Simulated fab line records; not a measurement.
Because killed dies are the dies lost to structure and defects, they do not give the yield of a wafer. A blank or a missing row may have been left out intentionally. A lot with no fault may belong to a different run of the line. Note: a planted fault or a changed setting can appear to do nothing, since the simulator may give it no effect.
Matching of chambers + flow nandHarc + NHARC_A_STAIRCASE_CMP_450 on cmp-04 has 4 sister chambers
The step polishes SiO2, target thk 200 nm. 16 wafers are shown with their chamber, then 8 later ones without.

== WAFERS WITH THEIR CHAMBER ==
| wafer  | chamber | motorCurrentA (A) | slurryFlowMlMin |
|--------|---------|-------------------|-----------------|
| L074.1 | 3       | 11.7              | 150.2           |
| L074.2 | 1       | 11.4              | 149.9           |
| L074.3 | 2       | 14.1              | 149.7           |
| L078.2 | 0       | 11.6              | 149.8           |
| L078.4 | 1       | 11.3              | 150.3           |
| L078.5 | 2       | 14.4              | 150.0           |
| L084.1 | 0       | 10.8              | 149.7           |
| L084.2 | 2       | 14.1              | 149.9           |
| L084.5 | 2       | 15.1              | 150.2           |
| L086.1 | 3       | 12.0              | 150.3           |
| L086.2 | 0       | 11.3              | 150.5           |
| L086.4 | 2       | 13.7              | 149.4           |
| L085.1 | 3       | 11.7              | 149.9           |
| L085.3 | 1       | 12.5              | 149.9           |
| L085.6 | 2       | 14.4              | 149.8           |
| L089.2 | 2       | 13.8              | 150.7           |

SIGNATURES (means of the wafers above)
| reading         | chamber 0 | chamber 1 | chamber 2 | chamber 3 | scatter within a chamber |
|-----------------|-----------|-----------|-----------|-----------|--------------------------|
| motorCurrentA   | 11.233    | 11.733    | 14.229    | 11.800    | 0.464                    |
| slurryFlowMlMin | 150.000   | 150.033   | 149.957   | 150.133   | 0.364                    |
Rule: distance of a wafer from a chamber = root of the sum over the readings of ((wafer's reading minus chamber's mean) / reading's scatter) squared. If the next closest chamber is less than 2 further off than the closest, the wafer can't be placed; otherwise it belongs to the closest. The scatter: the root of (the sum of the squares of (reading less its chamber's mean) over the shown wafers, divided by (wafers less chambers)).

== WAFERS MISSING THEIR CHAMBER ==
| wafer  | motorCurrentA (A) | slurryFlowMlMin |
|--------|-------------------|-----------------|
| L089.4 | 12.1              | 149.9           |
| L089.5 | 12.0              | 150.3           |
| L095.2 | 11.3              | 150.8           |
| L095.4 | 14.0              | 150.5           |
| L095.6 | 14.0              | 149.6           |
| L097.2 | 12.4              | 150.3           |
| L097.4 | 13.1              | 149.3           |
| L097.6 | 12.9              | 150.2           |

== WHICH CHAMBER EACH ONE RAN IN ==
| wafer  | from the rows above               | in truth |
|--------|-----------------------------------|----------|
| L089.4 | can't be placed: 1 or 3 or 0      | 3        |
| L089.5 | can't be placed: 3 or 1 or 0      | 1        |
| L095.2 | can't be placed: 3 or 0 or 1      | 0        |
| L095.4 | 2                                 | 2        |
| L095.6 | 2                                 | 2        |
| L097.2 | can't be placed: 3 or 1 or 0      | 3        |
| L097.4 | can't be placed: 2 or 1 or 3 or 0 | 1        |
| L097.6 | can't be placed: 3 or 1 or 2 or 0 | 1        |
Correct placement for 2 of the 8. Cannot be placed on the basis of these rows: 6; the candidates contain the true chamber in 6. Placed wrongly: 0.
